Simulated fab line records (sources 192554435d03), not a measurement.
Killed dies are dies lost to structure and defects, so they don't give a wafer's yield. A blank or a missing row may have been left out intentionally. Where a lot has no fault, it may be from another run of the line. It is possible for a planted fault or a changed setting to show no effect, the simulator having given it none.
fab line records	flow n5-finfet
[record] lots = 24	wafers = 72	last-day = 19
route steps=1938 shown BEOL_M4@1072 BEOL_M5@1115
lots that met no fault: taken from a fault-free run of the same line
start-h: hours from the record's first day to the start of the lot's first wafer shown	wait-h: time in hours since the lot's previous step	" identical to the entry in the row above	L1.1+2: a row that stands for several wafers	- no value, or no start was given	* or withheld: withheld	< > ~ a bound
route shown NAME@n: NAME is a module with steps in the file, n the number in the route of the first one	usual: average and standard deviation across the fault-free wafers	same: alike in all rows	chamber/n: place in a boat	sites: per-site readings	_std_site: the values' standard deviation	_edge_site: the outer-site mean with the inner-site mean subtracted	radius-mm: how far each site lies from the wafer's centre	mask NAME#n: copy n	behind: the tool/chamber that last shaped the wafer	hold: reason for holding the lot/hours on hold/outcome of the hold	device: the transistor (n, p or np) that didn't switch	end of line: the tests these same wafers got at the end of their route	a step given without rows: its recipe and nothing more	killed: count of dies lost to structure and defects at first sort (not the wafer's yield)	map: dies across one wafer; x = killed, . = not, _ = none there
set.NAME: the setting that was run; set.NAME@STEP: the one run at that earlier step	model.NAME: the simulator's own value behind a step, which no gauge read
the route's steps for a sample of lots (tables are steps, rows are wafers)
services: when a tool's chamber went out of use (start-h, in hours from the record's first day, below 0 if earlier), for how many hours, and the reason
[[steps]]
[step N5_BEOL_M4_STRIP_97]
[recipe] chemistry = N2/H2	time-s = 10	power-w = 450	temp-c = 40	pressure-mtorr = 20	rf-frequency-hz = 6e+07	bias-power-w = 7	n2-flow-sccm = 200	h2-flow-sccm = 200
[usual] drypump-motor-current-A = 5.7/0.4	oes-product-au = 0.81/0.098	rf-vpp-V = 59.2/0.93	showerhead-plenum-p-Torr = 2.58/0.1	throttle-valve-pct = 23.61/0.25
lot.wafer	tool	chamber	start-h	wait-h	drypump-motor-current-A	oes-product-au	rf-hours-counter-h	rf-vpp-V	showerhead-plenum-p-Torr	throttle-valve-pct
L074.1	rie-diel-01	2	-	-	5.5	0.88	36	59.4	2.59	23.52
L074.2	"	1	"	"	6.1	0.91	32	58.2	2.59	23.42
L074.3	"	3	"	"	5.7	0.97	2	59.8	2.72	23.98
L075.1	rie-diel-01	1	-	-	6.1	0.89	35	59.9	2.59	23.41
L075.2	"	2	"	"	5.5	0.89	40	59.5	2.59	23.52
L075.5	"	3	"	"	5.7	0.94	-	59.9	2.72	23.99
L076.1	rie-diel-05	0	-	-	6.1	0.69	234	58.0	2.40	23.54
L076.2	"	1	"	"	5.5	0.67	226	59.3	2.49	23.64
L076.5	"	2	"	"	6.1	0.73	-	58.7	2.63	23.75
L077.1	rie-diel-01	3	-	-	5.7	0.94	8	61.1	2.72	23.98
L077.2	"	0	"	"	5.1	0.80	99	59.6	2.66	23.53
L077.5	"	3	"	"	5.7	0.94	-	59.4	2.72	23.97
L078.1	rie-diel-01	1	-	-	6.1	0.90	41	59.4	2.59	23.43
L078.3	"	0	"	"	5.1	0.80	104	60.0	2.66	23.52
L078.6	"	0	"	"	5.2	0.79	-	60.1	2.66	23.52
L079.2	rie-diel-03	2	-	-	5.2	0.70	256	58.2	2.48	23.72
L079.3	"	1	"	"	6.1	0.67	287	60.4	2.50	23.62
L079.6	"	2	"	"	5.2	0.69	-	59.2	2.48	23.73
L080.1	rie-diel-01	0	-	-	5.2	0.78	108	60.0	2.66	23.55
L080.2	"	2	"	"	5.5	0.87	51	58.6	2.58	23.55
L080.6	"	1	"	"	6.1	0.88	-	57.9	2.58	23.44
L081.2	rie-diel-03	2	-	-	5.2	0.68	264	59.3	2.48	23.73
L081.5	"	3	"	"	5.2	0.72	-	58.0	2.40	23.69
L081.6	"	2	"	"	5.2	0.67	-	58.9	2.48	23.72
L082.1	rie-diel-01	2	-	-	5.6	0.86	53	59.1	2.58	23.56
L082.2	"	1	"	"	6.1	0.87	48	58.2	2.58	23.42
L082.5	"	0	"	"	5.2	0.78	-	60.0	2.66	23.55
L083.1	rie-diel-01	0	-	-	5.2	0.79	111	59.5	2.66	23.53
L083.4	"	2	"	"	5.5	0.86	54	59.8	2.58	23.54
L083.6	"	0	"	"	5.2	0.79	-	59.8	2.66	23.53
L085.2	rie-diel-01	2	-	-	5.5	0.86	56	60.5	2.58	23.56
L085.4	"	0	"	"	5.2	0.78	114	58.4	2.66	23.55
L085.5	"	3	"	"	5.7	0.91	-	59.1	2.71	24.00
L084.4	rie-diel-03	3	-	-	5.1	0.70	-	58.4	2.40	23.71
L084.5	"	1	"	"	6.1	0.97	-	58.2	2.50	23.09
L084.6	"	0	"	"	6.2	0.68	-	58.1	2.61	23.82
L086.1	rie-diel-03	0	-	-	6.2	0.68	229	58.5	2.61	23.84
L086.2	"	2	"	"	5.2	0.98	4	58.7	2.48	23.34
L086.6	"	0	"	"	6.2	0.67	-	58.6	2.61	23.84
L089.1	rie-diel-03	1	-	-	6.1	0.94	16	58.5	2.49	23.08
L089.5	"	3	"	"	5.1	0.70	-	59.1	2.40	23.72
L089.6	"	2	"	"	5.2	0.97	-	58.6	2.47	23.34
L087.4	rie-diel-01	0	-	-	5.1	0.77	124	60.7	2.65	23.55
L087.5	"	0	"	"	5.2	0.77	-	58.4	2.65	23.55
L087.6	"	3	"	"	5.7	0.89	-	60.8	2.70	24.02
L088.1	rie-diel-05	0	-	-	6.1	0.92	12	59.2	2.70	23.26
L088.3	"	3	"	"	6.1	0.70	237	58.4	2.39	23.47
L088.5	"	2	"	"	6.1	0.71	-	60.0	2.62	23.80
L091.2	rie-diel-05	0	-	-	6.1	0.91	14	59.0	2.70	23.24
L091.3	"	2	"	"	6.1	0.71	210	59.5	2.62	23.81
L091.4	"	3	"	"	6.1	0.70	-	58.0	2.39	23.46
L090.1	rie-diel-05	2	-	-	6.1	0.71	215	59.4	2.62	23.82
L090.2	"	3	"	"	6.1	0.70	244	58.6	2.39	23.49
L090.5	"	3	"	"	6.1	0.70	-	57.6	2.39	23.46
L092.1	rie-diel-05	2	-	-	6.1	0.70	219	59.0	2.61	23.82
L092.2	"	0	"	"	6.1	0.91	22	60.1	2.70	23.27
L092.6	"	3	"	"	6.1	0.70	-	58.8	2.39	23.48
L093.3	rie-diel-01	1	-	-	6.1	0.83	81	58.3	2.57	23.47
L093.5	"	0	"	"	5.2	0.76	-	58.8	2.64	23.58
L093.6	"	3	"	"	5.7	0.85	-	59.7	2.70	24.02
L094.1	rie-diel-03	3	-	-	5.1	0.68	240	56.9	2.39	23.75
L094.4	"	3	"	"	5.1	0.68	-	58.5	2.39	23.76
L094.5	"	3	"	"	5.1	0.68	-	59.2	2.39	23.76
L096.2	rie-diel-01	0	-	-	5.2	0.76	145	57.4	2.64	23.58
L096.5	"	2	"	"	5.6	0.82	-	59.2	2.57	23.61
L096.6	"	3	"	"	5.7	0.86	-	59.8	2.69	24.05
L097.1	rie-diel-05	0	-	-	6.1	0.87	39	59.8	2.69	23.28
L097.3	"	2	"	"	6.1	0.69	235	58.2	2.61	23.84
L097.6	"	2	"	"	6.1	0.69	-	59.7	2.61	23.84
L095.2	rie-diel-01	3	-	-	5.7	0.83	63	57.8	2.69	24.06
L095.3	"	2	"	"	5.6	0.80	97	61.6	2.57	23.60
L095.6	"	2	"	"	5.5	0.81	-	59.5	2.57	23.61
[step N5_BEOL_M4_PRE_CLEAN_45]
[recipe] gas = H2/He	time-s = 30	temp-c = 250
[usual] heater-power-w = 334/29
lot.wafer	tool	chamber	start-h	wait-h	heater-power-w
L074.1	pvd-sputter-03	-	158.62	0.0	305
L074.2	"	-	"	"	372
L074.3	"	-	"	"	353
L075.1	pvd-sputter-02	-	169.14	0.0	326
L075.2	"	-	"	"	307
L075.5	"	-	"	"	314
L076.1	pvd-sputter-03	-	171.76	0.0	375
L076.2	"	-	"	"	351
L076.5	"	-	"	"	384
L077.1	pvd-sputter-03	-	173.09	0.0	409
L077.2	"	-	"	"	342
L077.5	"	-	"	"	351
L078.1	pvd-sputter-02	-	186.12	0.0	315
L078.3	"	-	"	"	308
L078.6	"	-	"	"	305
L079.2	pvd-sputter-03	-	190.96	0.0	357
L079.3	"	-	"	"	302
L079.6	"	-	"	"	380
L080.1	pvd-sputter-02	-	201.46	0.0	319
L080.2	"	-	"	"	306
L080.6	"	-	"	"	367
L081.2	pvd-sputter-03	-	205.41	0.0	311
L081.5	"	-	"	"	351
L081.6	"	-	"	"	399
L082.1	pvd-sputter-03	-	206.75	0.0	305
L082.2	"	-	"	"	392
L082.5	"	-	"	"	372
L083.1	pvd-sputter-01	-	209.69	0.0	309
L083.4	"	-	"	"	335
L083.6	"	-	"	"	312
L085.2	pvd-sputter-02	-	216.45	0.0	313
L085.4	"	-	"	"	322
L085.5	"	-	"	"	308
L084.4	pvd-sputter-02	-	216.57	0.0	352
L084.5	"	-	"	"	316
L084.6	"	-	"	"	320
L086.1	pvd-sputter-02	-	240.07	0.0	312
L086.2	"	-	"	"	325
L086.6	"	-	"	"	307
L089.1	pvd-sputter-02	-	246.15	0.0	311
L089.5	"	-	"	"	319
L089.6	"	-	"	"	303
L087.4	pvd-sputter-02	-	246.31	0.0	307
L087.5	"	-	"	"	314
L087.6	"	-	"	"	361
L088.1	pvd-sputter-01	-	261.37	0.0	316
L088.3	"	-	"	"	320
L088.5	"	-	"	"	324
L091.2	pvd-sputter-01	-	265.69	0.0	322
L091.3	"	-	"	"	308
L091.4	"	-	"	"	329
L090.1	pvd-sputter-01	-	282.08	0.0	314
L090.2	"	-	"	"	325
L090.5	"	-	"	"	330
L092.1	pvd-sputter-01	-	291.21	0.0	318
L092.2	"	-	"	"	314
L092.6	"	-	"	"	300
L093.3	pvd-sputter-02	-	307.98	0.0	322
L093.5	"	-	"	"	362
L093.6	"	-	"	"	310
L094.1	pvd-sputter-03	-	312.64	0.0	311
L094.4	"	-	"	"	344
L094.5	"	-	"	"	308
L096.2	pvd-sputter-03	-	312.72	0.0	390
L096.5	"	-	"	"	387
L096.6	"	-	"	"	308
L097.1	pvd-sputter-01	-	330.24	0.0	314
L097.3	"	-	"	"	339
L097.6	"	-	"	"	329
L095.2	pvd-sputter-01	-	336.97	0.0	309
L095.3	"	-	"	"	309
L095.6	"	-	"	"	325
[step N5_BEOL_M4_SPUTTER_81]
[recipe] material = Cu	target-thk-a = 45	temp-c = -20	chamber-pressure-pa = 0.07	power-w = withheld	time-s = 8.29
[usual] throttle-valve-pct = 30.4/1.4
lot.wafer	tool	chamber	start-h	wait-h	throttle-valve-pct
L074.1	pvd-sputter-03	-	159.92	0.1	27.4
L074.2	"	-	"	"	29.3
L074.3	"	-	"	"	30.3
L075.1	pvd-sputter-01	-	170.08	0.1	32.5
L075.2	"	-	"	"	31.0
L075.5	"	-	"	"	31.1
L076.1	pvd-sputter-01	-	172.70	0.1	31.3
L076.2	"	-	"	"	32.2
L076.5	"	-	"	"	31.3
L077.1	pvd-sputter-01	-	174.54	0.1	31.1
L077.2	"	-	"	"	30.9
L077.5	"	-	"	"	31.2
L078.1	pvd-sputter-02	-	189.45	0.1	30.7
L078.3	"	-	"	"	30.1
L078.6	"	-	"	"	30.2
L079.2	pvd-sputter-01	-	192.27	0.1	31.3
L079.3	"	-	"	"	30.8
L079.6	"	-	"	"	32.5
L080.1	pvd-sputter-02	-	202.78	0.1	30.1
L080.2	"	-	"	"	31.7
L080.6	"	-	"	"	32.0
L081.2	pvd-sputter-02	-	206.58	0.1	30.1
L081.5	"	-	"	"	29.8
L081.6	"	-	"	"	30.0
L082.1	pvd-sputter-03	-	207.83	0.1	28.6
L082.2	"	-	"	"	27.6
L082.5	"	-	"	"	29.1
L083.1	pvd-sputter-03	-	210.79	0.1	27.5
L083.4	"	-	"	"	30.2
L083.6	"	-	"	"	30.2
L085.2	pvd-sputter-01	-	217.51	0.1	32.6
L085.4	"	-	"	"	31.2
L085.5	"	-	"	"	30.9
L084.4	pvd-sputter-01	-	219.35	0.1	32.5
L084.5	"	-	"	"	31.0
L084.6	"	-	"	"	32.3
L086.1	pvd-sputter-03	-	241.02	0.1	29.3
L086.2	"	-	"	"	27.5
L086.6	"	-	"	"	29.1
L089.1	pvd-sputter-01	-	247.23	0.1	31.1
L089.5	"	-	"	"	31.1
L089.6	"	-	"	"	32.6
L087.4	pvd-sputter-02	-	248.86	0.1	31.7
L087.5	"	-	"	"	30.0
L087.6	"	-	"	"	29.7
L088.1	pvd-sputter-03	-	263.48	0.1	30.1
L088.3	"	-	"	"	29.6
L088.5	"	-	"	"	28.8
L091.2	pvd-sputter-03	-	267.10	0.1	27.2
L091.3	"	-	"	"	30.2
L091.4	"	-	"	"	29.4
L090.1	pvd-sputter-01	-	283.07	0.1	32.4
L090.2	"	-	"	"	31.0
L090.5	"	-	"	"	30.9
L092.1	pvd-sputter-03	-	292.47	0.1	27.6
L092.2	"	-	"	"	29.3
L092.6	"	-	"	"	30.4
L093.3	pvd-sputter-01	-	310.46	0.1	31.1
L093.5	"	-	"	"	32.1
L093.6	"	-	"	"	30.8
L094.1	pvd-sputter-02	-	313.96	0.1	31.9
L094.4	"	-	"	"	30.0
L094.5	"	-	"	"	30.1
L096.2	pvd-sputter-03	-	314.00	0.1	27.5
L096.5	"	-	"	"	27.4
L096.6	"	-	"	"	30.5
L097.1	pvd-sputter-01	-	331.44	0.1	30.7
L097.3	"	-	"	"	31.2
L097.6	"	-	"	"	31.0
L095.2	pvd-sputter-03	-	339.27	0.1	28.9
L095.3	"	-	"	"	29.3
L095.6	"	-	"	"	29.4
[step N5_BEOL_M4_ANNEAL_95]
[recipe] temp-c = 400	time-s = 240	ambient = vacuum
[usual] heater-power-w = 835/72
lot.wafer	tool	chamber	start-h	wait-h	heater-power-w
L074.1	pvd-sputter-03	-	161.10	0.0	1007
L074.2	"	-	"	"	951
L074.3	"	-	"	"	867
L075.1	pvd-sputter-01	-	171.26	0.0	816
L075.2	"	-	"	"	808
L075.5	"	-	"	"	797
L076.1	pvd-sputter-01	-	173.88	0.0	798
L076.2	"	-	"	"	797
L076.5	"	-	"	"	831
L077.1	pvd-sputter-01	-	175.72	0.0	786
L077.2	"	-	"	"	778
L077.5	"	-	"	"	782
L078.1	pvd-sputter-02	-	190.63	0.0	819
L078.3	"	-	"	"	912
L078.6	"	-	"	"	748
L079.2	pvd-sputter-01	-	193.45	0.0	814
L079.3	"	-	"	"	800
L079.6	"	-	"	"	809
L080.1	pvd-sputter-02	-	203.96	0.0	746
L080.2	"	-	"	"	778
L080.6	"	-	"	"	804
L081.2	pvd-sputter-02	-	207.76	0.0	782
L081.5	"	-	"	"	911
L081.6	"	-	"	"	780
L082.1	pvd-sputter-03	-	209.01	0.0	761
L082.2	"	-	"	"	983
L082.5	"	-	"	"	933
L083.1	pvd-sputter-03	-	211.97	0.0	987
L083.4	"	-	"	"	868
L083.6	"	-	"	"	857
L085.2	pvd-sputter-01	-	218.69	0.0	801
L085.4	"	-	"	"	830
L085.5	"	-	"	"	768
L084.4	pvd-sputter-01	-	220.53	0.0	794
L084.5	"	-	"	"	742
L084.6	"	-	"	"	813
L086.1	pvd-sputter-03	-	242.20	0.0	944
L086.2	"	-	"	"	1025
L086.6	"	-	"	"	936
L089.1	pvd-sputter-01	-	248.41	0.0	803
L089.5	"	-	"	"	804
L089.6	"	-	"	"	803
L087.4	pvd-sputter-02	-	250.04	0.0	785
L087.5	"	-	"	"	759
L087.6	"	-	"	"	878
L088.1	pvd-sputter-03	-	264.66	0.0	858
L088.3	"	-	"	"	905
L088.5	"	-	"	"	779
L091.2	pvd-sputter-03	-	268.28	0.0	998
L091.3	"	-	"	"	865
L091.4	"	-	"	"	933
L090.1	pvd-sputter-01	-	284.25	0.0	795
L090.2	"	-	"	"	792
L090.5	"	-	"	"	760
L092.1	pvd-sputter-03	-	293.65	0.0	983
L092.2	"	-	"	"	928
L092.6	"	-	"	"	884
L093.3	pvd-sputter-01	-	311.64	0.0	798
L093.5	"	-	"	"	801
L093.6	"	-	"	"	769
L094.1	pvd-sputter-02	-	315.14	0.0	774
L094.4	"	-	"	"	898
L094.5	"	-	"	"	917
L096.2	pvd-sputter-03	-	315.18	0.0	993
L096.5	"	-	"	"	982
L096.6	"	-	"	"	854
L097.1	pvd-sputter-01	-	332.62	0.0	810
L097.3	"	-	"	"	828
L097.6	"	-	"	"	797
L095.2	pvd-sputter-03	-	340.45	0.0	775
L095.3	"	-	"	"	931
L095.6	"	-	"	"	950
[step N5_BEOL_M5_PECVD_70]
[recipe] material = SiO2	target-thk-a = 160	temp-c = 400	precursor = TEOS/O2	pressure-torr = 5.5	rf-w = 450	teos-flow-sccm = 53.8	gas = O2	flow-sccm = 3000	time-s = 18
[usual] heater-power-w = 734/96	showerhead-plenum-p-Torr = 8.83/0.077	throttle-valve-pct = 22.1/1.7
lot.wafer	tool	chamber	start-h	wait-h	heater-power-w	showerhead-plenum-p-Torr	throttle-valve-pct
L074.1	pecvd-01	0	168.96	0.0	752	8.75	22.7
L074.2	"	2	"	"	763	8.80	20.6
L074.3	"	1	"	"	713	8.85	21.5
L075.1	pecvd-01	2	177.34	0.0	776	8.79	20.4
L075.2	"	0	"	"	870	8.73	22.7
L075.5	"	0	"	"	898	8.74	22.7
L076.1	pecvd-03	1	181.57	0.0	790	8.92	23.7
L076.2	"	2	"	"	579	8.79	19.7
L076.5	"	2	"	"	572	8.79	19.2
L077.1	pecvd-01	0	182.07	0.0	786	8.74	22.9
L077.2	"	2	"	"	788	8.81	20.5
L077.5	"	2	"	"	786	8.81	20.4
L078.1	pecvd-03	2	193.69	0.0	566	8.76	19.5
L078.3	"	1	"	"	760	8.91	23.7
L078.6	"	1	"	"	739	8.93	23.8
L079.2	pecvd-02	1	196.28	0.0	829	8.80	23.4
L079.3	"	2	"	"	721	8.82	21.8
L079.6	"	0	"	"	775	8.72	21.8
L080.1	pecvd-01	0	206.78	0.0	771	8.71	22.6
L080.2	"	2	"	"	693	8.83	20.6
L080.6	"	1	"	"	709	8.87	21.0
L081.2	pecvd-03	0	210.62	0.0	730	8.95	24.1
L081.5	"	0	"	"	742	8.96	24.2
L081.6	"	1	"	"	766	8.91	23.8
L082.1	pecvd-03	1	211.90	0.0	728	8.89	23.6
L082.2	"	0	"	"	788	8.96	24.6
L082.5	"	2	"	"	559	8.80	19.7
L083.1	pecvd-02	1	214.82	0.0	818	8.80	23.5
L083.4	"	1	"	"	821	8.78	23.6
L083.6	"	1	"	"	822	8.80	23.3
L085.2	pecvd-03	1	221.56	0.0	801	8.88	23.8
L085.4	"	1	"	"	808	8.91	23.8
L085.5	"	0	"	"	787	8.96	24.3
L084.4	pecvd-01	2	223.60	0.1	734	8.82	20.6
L084.5	"	1	"	"	699	8.84	21.4
L084.6	"	0	"	"	860	8.76	22.9
L086.1	pecvd-03	2	245.01	0.0	584	8.77	19.8
L086.2	"	1	"	"	782	8.90	23.5
L086.6	"	0	"	"	779	8.95	24.3
L089.1	pecvd-02	1	251.26	0.0	768	8.79	23.7
L089.5	"	1	"	"	761	8.79	23.4
L089.6	"	0	"	"	789	8.71	22.1
L087.4	pecvd-03	0	253.24	0.1	734	8.96	24.3
L087.5	"	2	"	"	556	8.79	19.6
L087.6	"	1	"	"	737	8.89	23.6
L088.1	pecvd-02	0	267.49	0.0	770	8.69	21.4
L088.3	"	2	"	"	682	8.79	20.0
L088.5	"	2	"	"	677	8.82	20.0
L091.2	pecvd-01	0	271.10	0.0	699	8.75	23.0
L091.3	"	2	"	"	698	8.82	20.4
L091.4	"	2	"	"	715	8.80	20.4
L090.1	pecvd-02	2	287.55	0.0	687	8.79	20.0
L090.2	"	1	"	"	882	8.83	23.7
L090.5	"	0	"	"	779	8.70	21.6
L092.1	pecvd-03	2	296.46	0.0	501	8.79	19.8
L092.2	"	0	"	"	814	8.95	24.1
L092.6	"	0	"	"	801	8.92	24.5
L093.3	pecvd-02	1	314.45	0.0	738	8.81	23.6
L093.5	"	0	"	"	779	8.69	21.6
L093.6	"	1	"	"	751	8.81	23.4
L094.1	pecvd-02	1	317.95	0.0	890	8.82	23.6
L094.4	"	0	"	"	770	8.69	22.2
L094.5	"	1	"	"	896	8.82	23.5
L096.2	pecvd-01	0	318.08	0.0	871	8.73	23.0
L096.5	"	1	"	"	568	8.84	21.5
L096.6	"	2	"	"	759	8.86	20.7
L097.1	pecvd-03	2	335.48	0.0	547	8.79	19.9
L097.3	"	0	"	"	779	8.94	24.2
L097.6	"	1	"	"	783	8.90	23.8
L095.2	pecvd-03	1	343.89	0.0	827	8.89	23.6
L095.3	"	2	"	"	486	8.80	19.8
L095.6	"	2	"	"	479	8.76	19.9
[step N5_BEOL_M5_DESCUM_16]
[recipe] chemistry = O2	time-s = 7	source-power-w = 50	bias-power-w = 20	pressure-mtorr = 20	rf-frequency-hz = 2.712e+07	temp-c = 40	resist = CAR-EUV	o2-flow-sccm = 225
[usual] drypump-motor-current-A = 5.5/0.5	o2-flow-sccm = 225.0/0.67	oes-product-au = 0.78/0.081	rf-vpp-V = 243.3/1.1	showerhead-plenum-p-Torr = 2.11/0.051	throttle-valve-pct = 20.46/0.22
lot.wafer	tool	chamber	start-h	wait-h	drypump-motor-current-A	o2-flow-sccm	oes-product-au	rf-hours-counter-h	rf-vpp-V	showerhead-plenum-p-Torr	throttle-valve-pct
L074.1	rie-diel-06	0	169.53	0.0	4.9	225.6	0.69	227	243.8	2.06	20.13
L074.2	"	1	"	"	5.5	225.3	0.75	171	242.2	2.18	20.64
L074.3	"	2	"	"	5.7	225.0	0.76	158	244.2	2.11	20.81
L075.1	rie-diel-02	0	178.05	0.0	5.3	225.5	0.72	204	243.5	2.08	20.69
L075.2	"	3	"	"	5.0	225.9	0.75	168	245.7	2.18	20.31
L075.5	"	0	"	"	5.3	224.5	0.72	-	242.3	2.08	20.70
L076.1	rie-diel-04	0	183.38	0.2	5.1	225.0	0.79	93	242.5	2.10	20.35
L076.2	"	1	"	"	6.1	224.4	0.75	166	245.2	2.19	20.44
L076.5	"	1	"	"	6.2	225.0	0.74	-	244.9	2.19	20.44
L077.1	rie-diel-06	0	183.44	0.2	4.9	226.3	0.69	231	241.7	2.06	20.14
L077.2	"	2	"	"	5.8	224.1	0.76	161	243.7	2.10	20.83
L077.5	"	0	"	"	4.9	224.6	0.70	-	242.8	2.06	20.13
L078.1	rie-diel-06	2	195.09	0.0	5.8	224.7	0.75	164	243.7	2.10	20.82
L078.3	"	1	"	"	5.4	224.9	0.74	177	246.2	2.17	20.65
L078.6	"	3	"	"	6.3	225.8	0.95	-	242.1	2.05	20.19
L079.2	rie-diel-02	1	197.57	0.0	5.7	224.9	0.77	145	242.9	2.09	20.35
L079.3	"	0	"	"	5.3	225.3	0.71	209	243.4	2.08	20.71
L079.6	"	2	"	"	6.3	225.4	0.94	-	244.0	2.15	20.40
L080.1	rie-diel-04	1	207.55	0.1	6.1	225.4	0.75	174	243.9	2.19	20.45
L080.2	"	3	"	"	5.3	224.6	0.83	59	245.9	2.15	20.52
L080.6	"	3	"	"	5.3	224.5	0.83	-	243.8	2.15	20.53
L081.2	rie-diel-02	0	213.37	0.0	5.3	225.1	0.71	215	242.8	2.07	20.68
L081.5	"	1	"	"	5.7	226.0	0.78	-	244.7	2.09	20.35
L081.6	"	0	"	"	5.3	225.2	0.71	-	242.4	2.07	20.69
L082.1	rie-diel-06	1	213.66	0.1	5.5	225.6	0.74	183	243.5	2.17	20.67
L082.2	"	2	"	"	5.8	224.1	0.74	171	244.4	2.10	20.84
L082.5	"	2	"	"	5.8	225.1	0.74	-	243.0	2.10	20.83
L083.1	rie-diel-04	1	216.62	0.0	6.2	225.5	0.75	177	243.1	2.19	20.45
L083.4	"	3	"	"	5.3	225.7	0.83	62	243.9	2.15	20.51
L083.6	"	0	"	"	5.1	224.1	0.79	-	242.5	2.10	20.35
L085.2	rie-diel-06	2	222.67	0.0	5.7	224.8	0.74	174	243.2	2.10	20.85
L085.4	"	1	"	"	5.5	224.7	0.73	186	244.0	2.17	20.68
L085.5	"	1	"	"	5.5	225.6	0.73	-	244.9	2.17	20.66
L084.4	rie-diel-06	0	225.39	0.0	4.9	224.2	0.69	243	243.7	2.06	20.15
L084.5	"	3	"	"	6.3	224.4	0.91	-	241.6	2.04	20.24
L084.6	"	2	"	"	5.8	224.0	0.74	-	243.8	2.10	20.83
L086.1	rie-diel-04	0	245.80	0.2	5.1	225.8	0.78	113	243.7	2.09	20.36
L086.2	"	1	"	"	6.1	224.5	0.73	188	242.1	2.19	20.47
L086.6	"	2	"	"	5.0	224.8	0.82	-	241.7	2.03	20.56
L089.1	rie-diel-06	1	251.93	0.0	5.5	225.1	0.73	196	245.5	2.17	20.67
L089.5	"	2	"	"	5.8	223.7	0.73	-	243.0	2.10	20.86
L089.6	"	1	"	"	5.5	225.1	0.72	-	243.7	2.17	20.70
L087.4	rie-diel-02	3	255.08	0.0	4.9	225.6	0.73	191	245.0	2.17	20.33
L087.5	"	3	"	"	5.0	225.5	0.72	-	245.4	2.17	20.33
L087.6	"	0	"	"	5.3	226.2	0.71	-	242.2	2.07	20.72
L088.1	rie-diel-06	2	269.68	0.5	5.8	225.0	0.72	190	242.2	2.09	20.87
L088.3	"	1	"	"	5.5	225.1	0.73	202	242.3	2.17	20.69
L088.5	"	1	"	"	5.5	225.7	0.73	-	241.6	2.17	20.69
L091.2	rie-diel-02	3	272.82	0.1	5.0	223.8	0.71	197	245.4	2.17	20.33
L091.3	"	0	"	"	5.3	225.1	0.69	232	242.3	2.07	20.73
L091.4	"	1	"	"	5.7	224.4	0.76	169	241.3	2.08	20.39
L090.1	rie-diel-04	3	288.82	0.2	5.3	225.7	0.80	85	243.4	2.14	20.52
L090.2	"	1	"	"	6.1	225.3	0.72	200	243.8	2.18	20.49
L090.5	"	0	"	"	5.1	225.3	0.77	-	244.0	2.09	20.38
L092.1	rie-diel-02	2	297.22	0.0	6.3	225.4	0.88	42	243.9	2.14	20.44
L092.2	"	1	"	"	5.7	224.3	0.75	175	242.6	2.08	20.39
L092.6	"	3	"	"	5.0	224.9	0.72	-	245.3	2.17	20.36
L093.3	rie-diel-02	3	315.55	0.0	5.0	225.2	0.72	208	245.2	2.17	20.37
L093.5	"	1	"	"	5.7	225.4	0.75	-	243.4	2.08	20.40
L093.6	"	2	"	"	6.4	226.5	0.88	-	242.3	2.14	20.45
L094.1	rie-diel-06	2	319.36	0.0	5.8	224.2	0.72	203	242.8	2.09	20.88
L094.4	"	1	"	"	5.5	224.5	0.72	213	244.7	2.16	20.70
L094.5	"	0	"	"	4.9	224.5	0.89	-	242.7	2.05	19.84
L096.2	rie-diel-02	3	319.41	0.0	5.0	225.0	0.71	209	244.6	2.17	20.39
L096.5	"	2	"	"	6.4	224.7	0.86	-	244.0	2.14	20.45
L096.6	"	1	"	"	5.7	224.5	0.74	-	243.5	2.08	20.41
L097.1	rie-diel-02	3	336.56	0.0	5.0	224.2	0.71	213	244.6	2.17	20.37
L097.3	"	1	"	"	5.7	225.2	0.74	186	243.6	2.08	20.41
L097.6	"	0	"	"	5.3	224.6	0.69	-	242.0	2.06	20.75
L095.2	rie-diel-02	3	345.99	0.0	5.0	225.1	0.71	216	244.1	2.17	20.37
L095.3	"	2	"	"	6.4	225.8	0.87	56	243.7	2.13	20.48
L095.6	"	2	"	"	6.3	225.5	0.86	-	243.5	2.13	20.47
[[services]]
tool	chamber	start-h	hours	kind
rie-diel-06	2	136.40	2.6	repair
rie-diel-01	3	137.47	-	clean
rie-diel-01	3	137.47	-	consumable-replace:focus-ring
rie-diel-01	3	137.47	-	consumable-replace:showerhead
pecvd-01	-	151.85	14.6	pm
rie-diel-05	0	175.21	1.2	repair
rie-diel-06	-	177.84	0.6	repair
rie-diel-04	0	185.19	4.0	repair
pecvd-03	-	189.70	2.8	pm
rie-diel-01	-	216.73	1.2	repair
pecvd-02	-	231.82	5.6	repair
rie-diel-06	3	235.37	2.3	repair
rie-diel-05	1	237.91	6.5	repair
rie-diel-03	0	258.93	7.9	repair
rie-diel-03	1	266.71	8.6	repair
pvd-sputter-02	-	269.38	29.2	repair
rie-diel-03	1	289.50	8.2	repair
rie-diel-06	1	295.74	3.9	repair
rie-diel-06	1	303.97	8.4	repair
rie-diel-05	1	308.63	4.9	repair
rie-diel-03	2	309.62	9.7	repair
rie-diel-05	1	329.31	1.2	repair
rie-diel-06	0	337.93	3.2	repair
rie-diel-04	3	342.35	3.4	repair
[[key]]
fault none
